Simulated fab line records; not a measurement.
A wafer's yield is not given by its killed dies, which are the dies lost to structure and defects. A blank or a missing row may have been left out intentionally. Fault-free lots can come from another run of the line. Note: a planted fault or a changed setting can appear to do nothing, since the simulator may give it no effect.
Struck lot and sound lot, side by side	flow n5_finfet	18 out of 1938 route steps
Sound: the wafers L201.3, L201.4, L201.6. The struck wafers were L205.1, L205.3, L205.5. At the end, the cause is stated.
At each step with rows: each side's tool, then ch and its chambers, then its first start. Under that, the readings that differ: sound wafers	struck wafers	difference of the means	sigmas: that difference in standard deviations of wafers without a fault.
alike: a reading whose means differ by less than 2 such deviations, as well as words and numbers matching on both sides. not compared: withheld readings; readings where some wafer has no value; bounds like >300 that might hide an equal value; numbers whose values overlap and for which the record gives no deviation.
The two part at a step that has a row with sigmas, a row that says differs or no value, or rows on one side only. Non-overlapping numbers with no deviation appear without sigmas and do not part them. A reading missing from all wafers of one side parts the sides only when that side holds two or more wafers.

first, 1 step without rows for these wafers: N5_ZERO_LAYER_SRD_01 (time 30 s, dry time 30 s).
N5_ZERO_LAYER_PECVD_02: deposits SiO2 from SiH4/N2O, target thk 10 nm, time 6 s.
  sound on pecvd-03 ch 0,1,2, day 5 18:28; struck on pecvd-03 ch 0,2, day 6 18:17
  alike: heater_power_w, showerhead_plenum_p_Torr
then, 8 steps without rows for these wafers: N5_ZERO_LAYER_HMDS_04 (time 60 s); N5_ZERO_LAYER_COAT_05 (resist thk 1000 nm); N5_ZERO_LAYER_EBR_07; N5_ZERO_LAYER_SOFTBAKE_06 (time 90 s); N5_ZERO_LAYER_EXPOSE_08 (exposes mask ZERO, defocus 0 nm, target cd 2000 nm); N5_ZERO_LAYER_PEB_09; N5_ZERO_LAYER_DEVELOP_10 (develop time 60 s); N5_ZERO_LAYER_HARDBAKE_23 (time 120 s).
N5_ZERO_LAYER_CD_MEAS_11 targets a cd of 2000 nm.
  sound on cd_sem-01 ch 0, day 5 18:50; struck on cd_sem-03 ch 0, day 6 18:38
  alike: cd_nm
N5_ZERO_LAYER_DESCUM_16: chemistry O2, time 7.9 s.
  sound on rie_diel-06 ch 1,2,3, day 5 19:00; struck on rie_diel-05 ch 1,3, day 6 19:01
  alike: bias_power_w, drypump_motor_current_A, oes_product_au, rf_vpp_V, showerhead_plenum_p_Torr, throttle_valve_pct
  not compared: rf_hours_counter_h
N5_ZERO_LAYER_ETCH_17: etches SiO2 in CF4, target depth 12 nm, time 13.3 s.
  sound on rie_diel-06 ch 1,2,3, day 5 19:02; struck on rie_diel-05 ch 1,3, day 6 19:04
  no value came back on the struck wafers for any of 8 readings (bias_w (W), cf4_flow_sccm (sccm) and others); on the sound wafers bias_w (W) reads 215.5 214.6 215.2
reading	sound	struck	difference	sigmas
model.coat_of_ZERO_LAYER_COAT_05.thk_nm (nm)	971.6 971.1 971.8	978.1 979.3 980.8	+7.9	
  not compared: rf_hours_counter_h
N5_ZERO_LAYER_ETCH_18: etches Si in HBr/Cl2, target depth 120 nm, time 40 s.
  sound on rie_si-02 ch 0,1,2, day 5 19:07; struck on rie_si-06 ch 0,1,3, day 6 19:08
reading	sound	struck	difference	sigmas
model.coat_of_ZERO_LAYER_COAT_05.thk_nm (nm)	930.9 931 931.6	937.9 939.2 941	+8.2	
  alike: HBr_flow_sccm, bias_w, drypump_motor_current_A, oes_product_au, throttle_valve_pct
  not compared: rf_hours_counter_h
N5_ZERO_LAYER_STRIP_24: strips in O2.
  sound on plasma_asher-01 ch 0,1, day 5 19:14; struck on plasma_asher-01 ch 1, day 6 19:14
reading	sound	struck	difference	sigmas
strip_time_to_endpoint_s (s)	43.87 43.87 43.88	44.07 44.11 44.17	+0.24	+3
  alike: drypump_motor_current_A, heater_power_w, oes_product_au
  not compared: rf_hours_counter_h
then, 1 step without rows for these wafers: N5_ZERO_LAYER_STRIP_19 (strips in SPM, time 900 s).
N5_BEOL_M4_RC_MEAS_101:
  the record has rows for the sound wafers here (prober-02 ch 0, day 12 19:09) and none for the struck ones
-- record jumps: 11 days separate the struck wafers' starts on either side; left off in module BEOL_M4, taken up again in module PASSIVATION, whose first shown step is the route's number 1936 --
N5_PASSIVATION_PROBE_49:
  sound on prober-02 at day 16 23:47; struck on prober-01 at day 18 01:50
reading	sound	struck	difference	sigmas
defect_limited_yield (%)	90.2 89.9 91.5	0 0 0	-91	-60
killed_at_front_end	31 30 21	1139 1113 1115	+1095	+91
killed_dies	116 119 100	1180 1180 1180	+1068	+59
killed_on_rim	12 9 8	152 152 152	+142	+37
sort_bin_5_function (%)	5.1 6.4 5.3	97.8 96.7 96.6	+91.4	+96
sort_n_pass	1064 1061 1080	0 0 0	-1068	-59
sort_yield_pct (%)	90.2 89.9 91.5	0 0 0	-91	-60
  alike: killed_at_M0_to_M3, killed_at_M4_up, killed_at_contacts, killed_at_other, killed_open, killed_short, sort_bin_6_memory

WHERE THEY PART
At N5_ZERO_LAYER_ETCH_17 first; at N5_PASSIVATION_PROBE_49 last (within this record only).

WHY: whatever the simulator had introduced
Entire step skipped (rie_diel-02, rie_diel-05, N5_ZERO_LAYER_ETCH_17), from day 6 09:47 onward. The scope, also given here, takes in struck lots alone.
